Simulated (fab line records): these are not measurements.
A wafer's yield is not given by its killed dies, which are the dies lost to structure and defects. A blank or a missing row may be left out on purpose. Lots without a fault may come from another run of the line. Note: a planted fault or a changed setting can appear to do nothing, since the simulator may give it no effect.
Matching of chambers :: flow n5-finfet :: rie-diel-02 running N5_BEOL_M3_ETCH_77: 4 sister chambers
The step etches underlayer in N2/H2, target depth 6.5 nm, time 5.2 s. 4 wafers are shown with their chamber, then 11 later ones without.

EACH WAFER AND ITS CHAMBER
wafer: L082.1
chamber: 0
showerhead-plenum-p-Torr (Torr): 2.59

wafer: L083.5
chamber: 1
showerhead-plenum-p-Torr (Torr): 2.61

wafer: L083.6
chamber: 2
showerhead-plenum-p-Torr (Torr): 2.43

wafer: L088.1
chamber: 3
showerhead-plenum-p-Torr (Torr): 2.54

WAFERS WITH NO CHAMBER GIVEN
wafer: L088.2
showerhead-plenum-p-Torr (Torr): 2.59

wafer: L088.5
showerhead-plenum-p-Torr (Torr): 2.59

wafer: L091.2
showerhead-plenum-p-Torr (Torr): 2.59

wafer: L091.3
showerhead-plenum-p-Torr (Torr): 2.42

wafer: L091.5
showerhead-plenum-p-Torr (Torr): 2.53

wafer: L096.1
showerhead-plenum-p-Torr (Torr): 2.53

wafer: L096.2
showerhead-plenum-p-Torr (Torr): 2.60

wafer: L096.4
showerhead-plenum-p-Torr (Torr): 2.42

wafer: L097.3
showerhead-plenum-p-Torr (Torr): 2.53

wafer: L097.4
showerhead-plenum-p-Torr (Torr): 2.60

wafer: L097.6
showerhead-plenum-p-Torr (Torr): 2.60

EACH ONE'S CHAMBER
wafer: L088.2
from the rows above: 0
in truth: 0

wafer: L088.5
from the rows above: 0
in truth: 0

wafer: L091.2
from the rows above: 0
in truth: 0

wafer: L091.3
from the rows above: 2
in truth: 2

wafer: L091.5
from the rows above: 3
in truth: 3

wafer: L096.1
from the rows above: 3
in truth: 3

wafer: L096.2
from the rows above: can't be placed: 1 or 0
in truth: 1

wafer: L096.4
from the rows above: 2
in truth: 2

wafer: L097.3
from the rows above: 3
in truth: 3

wafer: L097.4
from the rows above: can't be placed: 1 or 0
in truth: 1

wafer: L097.6
from the rows above: can't be placed: 1 or 0
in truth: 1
Correct placement for 8 of the 11. Can't be placed from these rows: 3 (the true chamber is among the candidates in 3). Number placed wrongly: 0.
How it was worked out, from the rows above alone: a wafer's distance from a chamber is the root of the sum, over the readings, of the square of ((its reading less the chamber's mean) divided by the reading's scatter). If the next closest chamber is less than 2 further off than the closest, the wafer can't be placed; otherwise it belongs to the closest. The mean given for a chamber averages the wafers shown for that chamber. The scatter: root of mean squared gap, hidden wafer to nearest shown wafer, with one shown wafer a chamber.
